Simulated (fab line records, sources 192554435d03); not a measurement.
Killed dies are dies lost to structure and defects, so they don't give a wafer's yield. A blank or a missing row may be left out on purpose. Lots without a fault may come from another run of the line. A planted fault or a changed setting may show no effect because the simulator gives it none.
A struck lot beside a sound one | flow n5_finfet | 14 steps out of a route of 1938
Sound: wafers L708.2, L708.4, L708.6. Struck: wafer L711.2. (L711.4, L711.5 of the same lot were not struck and are left out.) The cause comes at the end.
At each step with rows: each side's tool, then ch and its chambers, then its first start. Under that, the readings that differ: sound wafers | struck wafers | difference of the means | sigmas: that difference in standard deviations of wafers without a fault.
alike: readings whose means differ by less than 2 such deviations, and words and numbers that are the same on both sides. not compared: withheld readings, readings that some wafer has no value for, bounds like >300 that may hide the same value, and numbers for which the record gives no deviation and whose values overlap.
The two part at a step that has a row with sigmas, a row that says differs or no value, or rows on one side only. Numbers that don't overlap but have no deviation are shown without sigmas and don't part them. A reading that every wafer of one side lacks parts them only if that side has two wafers or more.

first, 8 steps without rows for these wafers: N5_BEOL_M13_COAT_66 (time 60 s, resist thk 110 nm); N5_BEOL_M13_COAT_22 (resist thk 300 nm); N5_BEOL_M13_EBR_24; N5_BEOL_M13_SOFTBAKE_23 (time 60 s); N5_BEOL_M13_EXPOSE_25 (exposes mask M13, target cd 210 nm); N5_BEOL_M13_PEB_26 (peb time 90 s); N5_BEOL_M13_DEVELOP_27 (develop time 45 s); N5_BEOL_M13_HARDBAKE_32 (time 120 s).
N5_BEOL_M13_CD_MEAS_28: target cd 209.5 nm.
  sound on cd_sem-01 ch 0, day 12 17:28; struck on cd_sem-03 ch 0, day 13 16:51
  alike: cd_nm
N5_BEOL_M13_OVL_MEAS_29:
  sound on overlay-01 ch 0, day 12 17:30; struck on overlay-01 ch 0, day 13 16:53
  alike: M13_OVL
N5_BEOL_M13_INSPECT_30: inspects for defects (macro).
  sound on defect_inspect-01, day 12 17:31; struck on defect_inspect-01, day 13 16:55
  reading          | sound | struck | difference | sigmas
  raw_defect_count | 4 3 4 | 0      | -4         | -2
N5_BEOL_M13_DESCUM_33: chemistry O2, time 7.9 s.
  sound on rie_diel-02 ch 1,2, day 12 17:55; struck on rie_diel-02 ch 0, day 13 16:56
  reading               | sound          | struck | difference | sigmas
  oes_product_au (a.u.) | 0.69 0.69 0.73 | 0.90   | +0.20      | +2
  alike: drypump_motor_current_A, rf_vpp_V, showerhead_plenum_p_Torr, throttle_valve_pct
  not compared: rf_hours_counter_h
N5_BEOL_M13_ETCH_67: etches SiARC in CF4, target depth 143 nm, time 238.3 s.
  sound on rie_diel-02 ch 1,2, day 12 17:57; struck on rie_diel-02 ch 0, day 13 16:59
  reading                | sound             | struck | difference | sigmas
  cf4_flow_sccm (sccm)   | 100.4 100.6 99.8  | 69.8   | -30.5      | -90
  oes_product_au (a.u.)  | 0.60 0.59 0.62    | 0.78   | +0.18      | +2
  throttle_valve_pct (%) | 15.81 15.81 15.39 | 14.45  | -1.22      | -5
  alike: drypump_motor_current_A, etch_rf_on_time_s, rf_vpp_V, showerhead_plenum_p_Torr
  not compared: rf_hours_counter_h
N5_BEOL_M13_ETCH_68: etches SOC in N2/H2, time 355 s.
  sound on rie_diel-02 ch 1,2, day 12 18:05; struck on rie_diel-02 ch 0, day 13 17:07
  reading               | sound          | struck | difference | sigmas
  oes_product_au (a.u.) | 0.68 0.69 0.72 | 0.91   | +0.21      | +2
  alike: drypump_motor_current_A, rf_vpp_V, showerhead_plenum_p_Torr, throttle_valve_pct
  not compared: rf_hours_counter_h

WHERE THEY PART
First at N5_BEOL_M13_INSPECT_30; last, within this record, at N5_BEOL_M13_ETCH_68.

WHY: what the simulator had put in
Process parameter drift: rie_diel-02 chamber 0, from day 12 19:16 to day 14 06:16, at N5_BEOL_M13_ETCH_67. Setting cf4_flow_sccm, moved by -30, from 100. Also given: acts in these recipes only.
